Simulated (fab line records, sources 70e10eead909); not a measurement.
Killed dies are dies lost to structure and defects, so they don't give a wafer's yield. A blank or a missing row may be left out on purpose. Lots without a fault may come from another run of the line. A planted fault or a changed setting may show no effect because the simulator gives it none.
fab line records | flow nand_harc | part 1 of 2: steps 1 to 4 of 6
record lots=24 wafers=72 last_day=24
route steps=1159 shown A_CONTACT@863
lots that met no fault: from a run of the same line without faults
start_h: hours from the record's first day to the start of the lot's first wafer shown | wait_h: hours since the lot's step before | " the same as in the row above | L1.1+2: a row that stands for several wafers | - no value, or no start given | * or withheld: withheld | < > ~ a bound
route shown NAME@n: a module of which the file shows steps, and the number in the route of the first | usual: mean/standard deviation of fault-free wafers | same: alike in all rows | chamber/n: place in a boat | sites: the reading at each site | _std_site: their standard deviation | _edge_site: outer sites' mean less inner sites' | radius_mm: how far each site lies from the wafer's centre | mask NAME#n: copy n | behind: the tool/chamber that last shaped the wafer | hold: why the lot was held/for how many hours/how that ended | device: the transistor (n, p or np) that didn't switch | end of line: the same wafers' tests at the end of the route | a step without rows: its recipe alone | killed: dies lost to structure and defects at the first sort, not the wafer's yield | map: a wafer's dies, x killed, . not, _ none there
set.NAME: the setting as run; set.NAME@STEP: as run at that earlier step | model.NAME: the simulator's own value behind a step, which no gauge read
steps of the route over a sample of lots; a table a step, a row a wafer
services: from which hour (start_h, from the record's first day; less than 0 if before it) a tool's chamber was out of use, for how many hours, and why
## steps
# step NHARC_A_CONTACT_ETCH_112
# recipe source_w=withheld pressure_mtorr=20 bias_v=3000 time_s=94 target_depth_a=9220 ar_flow_sccm=withheld c4f8_flow_sccm=withheld o2_flow_sccm=withheld chemistry=C4F8/O2/Ar
# columns lot.wafer tool chamber start_h wait_h rf_hours_counter_h
L074.4 har_cap_etch-02 0 369.60 0.1 -
L074.3 " 1 " " -
L074.6 " 0 " " -
L075.1 har_cap_etch-02 0 377.43 0.1 9
L075.4 " 1 " " -
L075.6 " 0 " " -
L078.2 har_cap_etch-01 1 380.67 0.2 55
L078.6 " 1 " " -
L078.5 " 0 " " -
L076.2 har_cap_etch-03 0 384.13 0.1 84
L076.3 " 1 " " -
L076.6 " 1 " " -
L077.1 har_cap_etch-01 1 386.03 0.1 56
L077.4 " 0 " " -
L077.6 " 0 " " -
L080.2 har_cap_etch-01 1 417.34 0.2 60
L080.3 " 0 " " -
L080.5 " 0 " " -
L081.1 har_cap_etch-02 0 417.81 0.2 15
L081.2 " 1 " " 15
L081.5 " 0 " " -
L082.2 har_cap_etch-03 1 423.11 0.2 88
L082.1 " 0 " " 88
L082.4 " 0 " " -
L083.1 har_cap_etch-01 0 424.86 0.2 61
L083.4 " 0 " " -
L083.5 " 0 " " -
L079.3 har_cap_etch-01 0 427.83 0.1 -
L079.4 " 1 " " -
L079.6 " 1 " " -
L084.4 har_cap_etch-02 0 429.87 0.1 -
L084.3 " 1 " " -
L084.6 " 1 " " -
L087.1 har_cap_etch-02 1 438.08 0.3 20
L087.3 " 1 " " -
L087.5 " 0 " " -
L086.2 har_cap_etch-01 1 439.83 0.2 67
L086.1 " 0 " " 67
L086.4 " 0 " " -
L085.2 har_cap_etch-01 0 462.11 0.2 70
L085.1 " 1 " " 70
L085.5 " 0 " " -
L091.2 har_cap_etch-03 0 466.79 0.1 96
L091.3 " 0 " " -
L091.6 " 1 " " -
L088.4 har_cap_etch-02 0 469.08 0.1 -
L088.3 " 1 " " -
L088.6 " 0 " " -
L090.2 har_cap_etch-03 1 474.75 0.2 97
L090.1 " 0 " " 97
L090.6 " 1 " " -
L089.4 har_cap_etch-01 1 475.18 0.1 -
L089.5 " 1 " " -
L089.6 " 0 " " -
L092.2 har_cap_etch-01 0 486.17 0.2 74
L092.3 " 1 " " -
L092.6 " 1 " " -
L093.2 har_cap_etch-02 0 492.43 0.1 29
L093.6 " 1 " " -
L093.5 " 0 " " -
L094.1 har_cap_etch-03 1 505.10 0.2 103
L094.2 " 0 " " 103
L094.4 " 1 " " -
L095.2 har_cap_etch-02 0 505.30 0.1 31
L095.3 " 1 " " -
L095.4 " 0 " " -
L096.1 har_cap_etch-03 1 510.79 0.1 104
L096.3 " 0 " " -
L096.4 " 1 " " -
L097.4 har_cap_etch-02 1 511.06 0.1 -
L097.6 " 0 " " -
L097.5 " 1 " " -
# step NHARC_A_CONTACT_ETCH_96
# recipe target_depth_a=200 over_etch_frac=0.5 time_s=10 ion_energy_ev=250 c4f6_flow_sccm=25 o2_flow_sccm=20 ar_flow_sccm=500 rf_w=600 bias_w=500 chemistry=C4F6/O2
# usual drypump_motor_current_A=5.5/0.33 oes_product_au=0.975/0.026 rf_vpp_V=545/4 showerhead_plenum_p_Torr=3.81/0.19 throttle_valve_pct=26.902/0.0088
# columns lot.wafer tool chamber start_h wait_h drypump_motor_current_A oes_product_au rf_hours_counter_h rf_vpp_V showerhead_plenum_p_Torr throttle_valve_pct
L074.4 rie_diel-09 3 - - 5.4 0.946 42 547 3.95 26.913
L074.3 " 1 " " 5.0 0.949 36 542 3.75 26.910
L074.6 " 3 " " 5.3 0.939 - 548 3.95 26.911
L075.1 rie_diel-11 2 - - 5.9 0.936 1 541 3.68 26.899
L075.4 " 3 " " 5.2 0.944 1 543 3.66 26.889
L075.6 " 3 " " 5.2 0.954 - 542 3.66 26.914
L078.2 rie_diel-09 0 - - 5.4 0.947 39 552 4.20 26.911
L078.6 " 0 " " 5.4 0.948 - 552 4.20 26.912
L078.5 " 1 " " 5.0 0.940 - 543 3.75 26.901
L076.2 rie_diel-11 0 385.88 0.1 5.2 0.966 2 549 4.04 26.919
L076.3 " 1 " " 5.6 0.951 2 541 3.65 26.909
L076.6 " 2 " " 5.9 0.970 - 543 3.68 26.908
L077.1 rie_diel-11 2 387.79 0.1 5.9 0.982 4 542 3.68 26.907
L077.4 " 2 " " 5.9 0.982 - 543 3.68 26.893
L077.6 " 1 " " 5.7 0.996 - 543 3.65 26.908
L080.2 rie_diel-11 0 - - 5.2 1.002 5 550 4.04 26.897
L080.3 " 1 " " 5.6 0.998 5 541 3.65 26.917
L080.5 " 3 " " 5.2 0.999 - 541 3.66 26.898
L081.1 rie_diel-10 2 - - 5.8 0.998 21 540 3.66 26.913
L081.2 " 3 " " 5.4 1.004 19 550 3.97 26.894
L081.5 " 1 " " 5.4 1.014 - 548 4.04 26.890
L082.2 rie_diel-10 2 - - 5.7 0.998 23 542 3.66 26.906
L082.4 " 0 " " 5.3 0.996 24 546 3.94 26.891
L082.1 " 1 " " 5.4 1.011 25 549 4.04 26.910
L083.1 rie_diel-11 2 - - 5.9 0.979 7 543 3.68 26.898
L083.4 " 3 " " 5.2 0.981 6 541 3.66 26.894
L083.5 " 3 " " 5.2 0.977 - 541 3.66 26.901
L079.4 rie_diel-11 1 - - 5.6 1.007 7 541 3.65 26.888
L079.3 " 2 " " 5.9 0.997 7 542 3.68 26.903
L079.6 " 2 " " 5.9 0.995 - 543 3.68 26.903
L084.3 rie_diel-10 0 - - 5.4 1.015 26 547 3.93 26.906
L084.4 " 1 " " 5.4 1.013 27 548 4.04 26.892
L084.6 " 2 " " 5.7 1.009 - 541 3.66 26.903
L087.3 rie_diel-11 1 - - 5.7 1.001 11 541 3.65 26.908
L087.1 " 3 " " 5.2 0.995 10 542 3.66 26.904
L087.5 " 1 " " 5.7 0.999 - 542 3.65 26.900
L086.2 rie_diel-11 3 - - 5.2 0.953 10 542 3.66 26.897
L086.4 " 0 " " 5.2 0.956 11 549 4.03 26.910
L086.1 " 1 " " 5.6 0.960 11 541 3.65 26.885
L085.1 rie_diel-11 3 - - 5.2 0.951 15 542 3.65 26.905
L085.2 " 0 " " 5.2 0.953 15 550 4.03 26.908
L085.5 " 1 " " 5.7 0.949 - 540 3.65 26.910
L091.2 rie_diel-09 1 - - 5.0 0.988 8 541 3.73 26.894
L091.3 " 2 " " 6.4 1.016 7 549 4.00 26.904
L091.6 " 0 " " 5.4 1.009 - 552 4.18 26.903
L088.4 rie_diel-11 1 - - 5.7 0.960 16 541 3.65 26.889
L088.3 " 3 " " 5.2 0.936 17 542 3.65 26.907
L088.6 " 2 " " 5.9 0.950 - 541 3.67 26.904
L090.2 rie_diel-09 0 - - 5.4 0.997 15 553 4.18 26.906
L090.1 " 2 " " 6.4 0.995 11 550 4.00 26.908
L090.6 " 3 " " 5.4 0.996 - 547 3.93 26.891
L089.4 rie_diel-10 2 - - 5.8 0.962 41 541 3.65 26.898
L089.5 " 2 " " 5.7 0.962 - 540 3.65 26.892
L089.6 " 3 " " 5.4 0.968 - 549 3.95 26.900
L092.2 rie_diel-11 2 - - 5.9 0.951 22 541 3.67 26.913
L092.3 " 1 " " 5.7 0.976 20 541 3.64 26.890
L092.6 " 3 " " 5.2 0.961 - 541 3.65 26.904
L093.2 rie_diel-11 1 - - 5.7 0.990 22 541 3.64 26.905
L093.5 " 2 " " 5.9 0.992 - 542 3.67 26.899
L093.6 " 3 " " 5.2 0.998 - 540 3.65 26.924
L094.1 rie_diel-11 2 - - 5.9 0.949 25 542 3.67 26.910
L094.2 " 3 " " 5.2 0.945 24 542 3.65 26.902
L094.4 " 1 " " 5.7 0.956 24 540 3.64 26.911
L095.4 rie_diel-09 0 - - 5.4 0.954 24 552 4.17 26.909
L095.3 " 1 " " 5.0 0.982 21 543 3.72 26.912
L095.2 " 3 " " 5.4 0.934 22 546 3.92 26.894
L096.1 rie_diel-11 1 - - 5.7 0.951 25 542 3.64 26.903
L096.4 " 3 " " 5.2 0.962 25 541 3.65 26.888
L096.3 " 0 " " 5.2 0.967 25 549 4.03 26.909
L097.4 rie_diel-11 2 - - 5.9 0.992 26 543 3.67 26.901
L097.5 " 0 " " 5.2 1.007 - 549 4.03 26.882
L097.6 " 1 " " 5.6 1.010 - 539 3.64 26.909
# step NHARC_A_CONTACT_CD_MEAS_69
# recipe target_cd_nm=200 landing_energy_ev=500
# usual cd_nm=199.4/0.45
# columns lot.wafer tool chamber start_h wait_h cd_nm
L074.3 cd_sem-01 0 378.54 - 199.5
L074.4 " 0 " " 199.3
L074.6 " 0 " " 199.3
L075.1 cd_sem-02 0 384.53 - 198.4
L075.4 " 0 " " 199.4
L075.6 " 0 " " 198.7
L078.2 cd_sem-01 0 386.17 - 199.5
L078.5 " 0 " " 198.8
L078.6 " 0 " " 199.2
L076.2 cd_sem-03 0 389.70 - 200.1
L076.3 " 0 " " 199.3
L076.6 " 0 " " 199.5
L077.1 cd_sem-01 0 392.92 - 199.9
L077.4 " 0 " " 199.9
L077.6 " 0 " " 199.6
L080.2 cd_sem-02 0 423.51 - 199.3
L080.3 " 0 " " 198.3
L080.5 " 0 " " 198.8
L081.1 cd_sem-02 0 424.25 - 199.9
L081.2 " 0 " " 199.8
L081.5 " 0 " " 199.6
L082.1 cd_sem-02 0 430.77 - 200.1
L082.2 " 0 " " 199.2
L082.4 " 0 " " 199.7
L083.1 cd_sem-01 0 431.58 - 199.9
L083.4 " 0 " " 199.5
L083.5 " 0 " " 200.2
L079.3 cd_sem-01 0 435.31 - 199.5
L079.4 " 0 " " 200.0
L079.6 " 0 " " 199.2
L084.3 cd_sem-01 0 437.45 - 199.3
L084.4 " 0 " " 198.9
L084.6 " 0 " " 199.5
L087.1 cd_sem-02 0 443.95 - 199.3
L087.3 " 0 " " 198.5
L087.5 " 0 " " 199.5
L086.1 cd_sem-02 0 445.29 - 199.2
L086.2 " 0 " " 199.6
L086.4 " 0 " " 200.2
L085.1 cd_sem-02 0 468.61 - 199.7
L085.2 " 0 " " 200.2
L085.5 " 0 " " 200.1
L091.2 cd_sem-03 0 473.21 - 199.5
L091.3 " 0 " " 200.3
L091.6 " 0 " " 199.3
L088.3 cd_sem-03 0 476.03 - 199.3
L088.4 " 0 " " 198.8
L088.6 " 0 " " 199.5
L090.1 cd_sem-02 0 482.23 - 198.9
L090.2 " 0 " " 198.8
L090.6 " 0 " " 199.4
L089.4 cd_sem-02 0 483.51 - 199.2
L089.5 " 0 " " 199.4
L089.6 " 0 " " 199.2
L092.2 cd_sem-02 0 493.88 - 199.9
L092.3 " 0 " " 199.7
L092.6 " 0 " " 199.3
L093.2 cd_sem-01 0 498.69 - 198.9
L093.5 " 0 " " 198.7
L093.6 " 0 " " 198.7
L094.1 cd_sem-03 0 511.74 - 199.2
L094.2 " 0 " " 199.8
L094.4 " 0 " " 199.3
L095.2 cd_sem-01 0 512.69 - 199.2
L095.3 " 0 " " 199.5
L095.4 " 0 " " 199.6
L096.1 cd_sem-03 0 516.58 - 199.0
L096.3 " 0 " " 199.6
L096.4 " 0 " " 199.5
L097.4 cd_sem-02 0 516.84 - 199.5
L097.5 " 0 " " 199.3
L097.6 " 0 " " 198.9
# step NHARC_A_CONTACT_ETCH_76
# recipe target_depth_a=2600 over_etch_frac=0.3 time_s=475.3 ion_energy_ev=200 n2_flow_sccm=150 h2_flow_sccm=150 ar_flow_sccm=0 rf_w=400 bias_w=150 chemistry=N2/H2
# usual drypump_motor_current_A=5.5/0.4 oes_product_au=1.000/0.0091 rf_vpp_V=430/3.2 showerhead_plenum_p_Torr=2.01/0.11 throttle_valve_pct=14.170/0.0095
# columns lot.wafer tool chamber start_h wait_h drypump_motor_current_A oes_product_au rf_hours_counter_h rf_vpp_V showerhead_plenum_p_Torr throttle_valve_pct
L074.3 rie_diel-09 0 - - 5.4 0.995 37 434 2.20 14.168
L074.4 " 3 " " 5.4 0.997 44 431 2.06 14.178
L074.6 " 1 " " 5.0 1.011 - 428 1.94 14.164
L075.1 rie_diel-09 3 - - 5.4 0.999 46 431 2.05 14.170
L075.4 " 0 " " 5.4 0.992 40 436 2.20 14.148
L075.6 " 0 " " 5.4 0.998 - 435 2.20 14.176
L078.2 rie_diel-11 0 - - 5.2 1.007 2 433 2.11 14.165
L078.6 " 0 " " 5.2 1.011 - 432 2.11 14.155
L078.5 " 1 " " 5.6 1.000 - 426 1.88 14.176
L076.3 rie_diel-09 1 - - 5.0 0.999 42 429 1.94 14.163
L076.2 " 2 " " 6.4 0.991 49 430 2.09 14.164
L076.6 " 2 " " 6.4 0.988 - 432 2.09 14.176
L077.4 rie_diel-10 0 - - 5.4 1.034 9 430 2.05 14.165
L077.1 " 2 " " 5.7 1.006 10 427 1.89 14.168
L077.6 " 1 " " 5.4 1.008 - 432 2.12 14.154
L080.2 rie_diel-11 0 - - 5.2 0.997 6 431 2.11 14.160
L080.3 " 2 " " 5.9 0.999 7 427 1.90 14.163
L080.5 " 0 " " 5.2 0.997 - 432 2.11 14.170
L081.1 rie_diel-09 2 - - 6.4 1.005 63 432 2.09 14.184
L081.2 " 1 " " 5.0 1.000 58 427 1.93 14.174
L081.5 " 2 " " 6.4 1.013 - 432 2.09 14.159
L082.1 rie_diel-10 2 - - 5.7 0.994 24 426 1.89 14.186
L082.2 " 0 " " 5.3 1.020 26 430 2.05 14.172
L082.4 " 1 " " 5.4 1.013 27 431 2.11 14.169
L083.4 rie_diel-11 2 - - 5.9 0.989 7 427 1.90 14.173
L083.1 " 0 " " 5.2 0.997 7 432 2.11 14.188
L083.5 " 2 " " 5.8 0.987 - 426 1.90 14.157
L079.4 rie_diel-11 0 - - 5.2 0.997 9 433 2.11 14.182
L079.3 " 1 " " 5.7 1.010 9 426 1.88 14.170
L079.6 " 2 " " 5.9 0.990 - 427 1.90 14.170
L084.4 rie_diel-11 0 - - 5.2 1.008 9 431 2.10 14.178
L084.3 " 2 " " 5.9 0.991 10 427 1.90 14.168
L084.6 " 0 " " 5.2 1.016 - 434 2.10 14.166
L087.3 rie_diel-11 3 - - 5.2 0.991 11 426 1.88 14.152
L087.1 " 2 " " 5.9 0.988 13 427 1.90 14.162
L087.5 " 0 " " 5.2 1.009 - 433 2.11 14.189
L086.2 rie_diel-10 3 - - 5.4 0.989 30 432 2.06 14.162
L086.1 " 0 " " 5.3 1.007 35 432 2.04 14.175
L086.4 " 2 " " 5.7 0.994 31 424 1.88 14.179
L085.1 rie_diel-11 3 - - 5.2 0.990 16 425 1.88 14.165
L085.2 " 0 " " 5.2 0.991 16 432 2.10 14.189
L085.5 " 1 " " 5.6 1.001 - 427 1.88 14.163
L091.2 rie_diel-09 0 - - 5.4 0.993 14 434 2.19 14.174
L091.3 " 1 " " 5.0 0.981 11 427 1.93 14.187
L091.6 " 0 " " 5.4 1.004 - 434 2.19 14.173
L088.4 rie_diel-09 1 - - 5.0 0.994 12 426 1.93 14.178
L088.3 " 3 " " 5.4 1.000 14 431 2.04 14.167
L088.6 " 2 " " 6.4 1.003 - 433 2.08 14.160
L090.1 rie_diel-09 1 - - 5.0 0.991 13 427 1.93 14.163
L090.2 " 3 " " 5.4 1.011 15 430 2.04 14.174
L090.6 " 1 " " 5.0 0.978 - 428 1.93 14.173
L089.4 rie_diel-09 1 - - 5.0 0.994 14 427 1.93 14.162
L089.6 " 0 " " 5.4 1.002 - 435 2.19 14.193
L089.5 " 1 " " 5.0 0.985 - 427 1.93 14.163
L092.3 rie_diel-11 3 - - 5.2 1.008 22 424 1.88 14.164
L092.2 " 2 " " 5.8 0.992 23 426 1.89 14.175
L092.6 " 0 " " 5.2 0.997 - 432 2.10 14.173
L093.2 rie_diel-11 3 - - 5.2 0.994 22 427 1.88 14.183
L093.5 " 0 " " 5.2 0.995 - 433 2.10 14.172
L093.6 " 1 " " 5.7 0.998 - 425 1.88 14.182
L094.1 rie_diel-09 1 - - 5.0 0.994 23 427 1.92 14.172
L094.2 " 3 " " 5.4 0.999 23 432 2.04 14.181
L094.4 " 0 " " 5.4 1.006 25 434 2.19 14.156
L095.2 rie_diel-11 3 - - 5.2 0.998 25 426 1.88 14.171
L095.3 " 0 " " 5.2 1.009 25 433 2.10 14.155
L095.4 " 1 " " 5.6 1.005 25 425 1.87 14.181
L096.3 rie_diel-10 0 - - 5.3 1.010 57 431 2.03 14.162
L096.4 " 1 " " 5.4 1.004 58 431 2.10 14.172
L096.1 " 3 " " 5.4 1.007 50 431 2.05 14.170
L097.4 rie_diel-09 0 - - 5.4 1.001 26 436 2.19 14.167
L097.5 " 2 " " 6.4 1.004 - 432 2.08 14.184
L097.6 " 3 " " 5.4 1.002 - 430 2.04 14.169
